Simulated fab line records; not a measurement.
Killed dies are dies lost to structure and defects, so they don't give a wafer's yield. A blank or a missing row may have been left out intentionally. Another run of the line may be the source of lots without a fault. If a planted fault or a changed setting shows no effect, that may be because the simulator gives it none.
Problem report in the 8D (eight disciplines) form, filled by code    flow n5_finfet    the parts of the form that need people (team, actions taken, sign-off) are left out

1. THE ISSUE
run_length_s at N5_MOL_CONTACT_COAG_ALD_27 reads a mean of 2482.0 s on 2 wafers of 2 lots; wafers without a fault read 2769.8 s with a standard deviation of 0.57. That is -99 or more standard deviations from the usual mean.
The step: deposits SiOC, target thk 17 nm, pulse time 1.5 s, time 2720 s.
The first sign was on wafer L666.3 at day 8 07:55, on ald_sin-02. At this step, 18 wafers from 6 lots have a number in the record. Rule for "out" (also "out of limits"): further than 4 standard deviations from the usual mean. The rest of the wafers with a number are treated as sound.

2. WHAT IT IS; WHAT IT IS NOT
question                     is                is not
which readings at this step  run_length_s      precursor_pulse_height_rel
which lots                   L666, L670        L654, L659, L665, L677
which wafers of those lots   L666.3, L670.3    L666.1, L666.6, L670.4, L670.5
read on which tools          ald_sin-02        ald_sin-03, ald_sin-04
when                         from day 8 07:55  up to then (11 sound wafers); but 5 sound wafers of L670, L677 came after

3. SUSPECTS, AND WHAT RULES EACH OUT
Counting: a tool at a process step up to the reading stays a suspect if it ran every lot that is out. Sound lots after the first of them don't rule it out here, since some wafers of a struck lot are sound.
- cvd_co-02 at N5_MOL_CONTACT_COAG_CO_FILL_22 (material Co, precursor CCTBA/H2, target thk 20 nm): kept. It processed each lot that is out (first: L666, day 8 03:11); up to then, its last sound lot is L665 (day 7 22:14).
- ald_sin-02 at N5_MOL_CONTACT_COAG_ALD_27 (deposits SiOC, target thk 17 nm, pulse time 1.5 s, time 2720 s): kept. It processed each lot that is out (first: L666, day 8 07:55); up to then, its last sound lot is L665 (day 8 03:59). On those wafers its own readings are out: run_length_s.
After counting, cvd_co-02 at N5_MOL_CONTACT_COAG_CO_FILL_22 and ald_sin-02 at N5_MOL_CONTACT_COAG_ALD_27 remain.

4. THE CAUSE (what the simulator had put in)
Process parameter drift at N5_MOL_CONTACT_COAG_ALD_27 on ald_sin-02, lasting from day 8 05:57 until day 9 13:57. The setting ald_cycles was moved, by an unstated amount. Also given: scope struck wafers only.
Counting leaves 2 suspects; this tool is one of them.

5. THE EFFECT CHAIN, in route order
Rows list readings where the struck wafers' mean (over those with a number) sits beyond 3 standard deviations from the usual. Scope: only readings with a usual standard deviation given in the record; hours: median across lots of the time from each lot's start at the first step in this table that gives one to its start at this step; sigmas: change in usual standard deviations.
hours  step                        reading       usual     on struck wafers  change  sigmas
0      N5_MOL_CONTACT_COAG_ALD_27  run_length_s  2769.8 s  2482.0            -287.8  -99 or more
It contains these process steps:
- N5_MOL_CONTACT_COAG_ALD_27: deposits SiOC, target thk 17 nm, pulse time 1.5 s, time 2720 s.
Later steps that measure or inspect, where all struck wafers having a row at the step show a number for every such reading and not one has moved that far: N5_BEOL_M4_RC_MEAS_101.

6. HOW IT WOULD HAVE BEEN CAUGHT EARLIER
In this record no reading fell out of limits until day 8 07:55, 2 hours after the fault had begun at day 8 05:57.
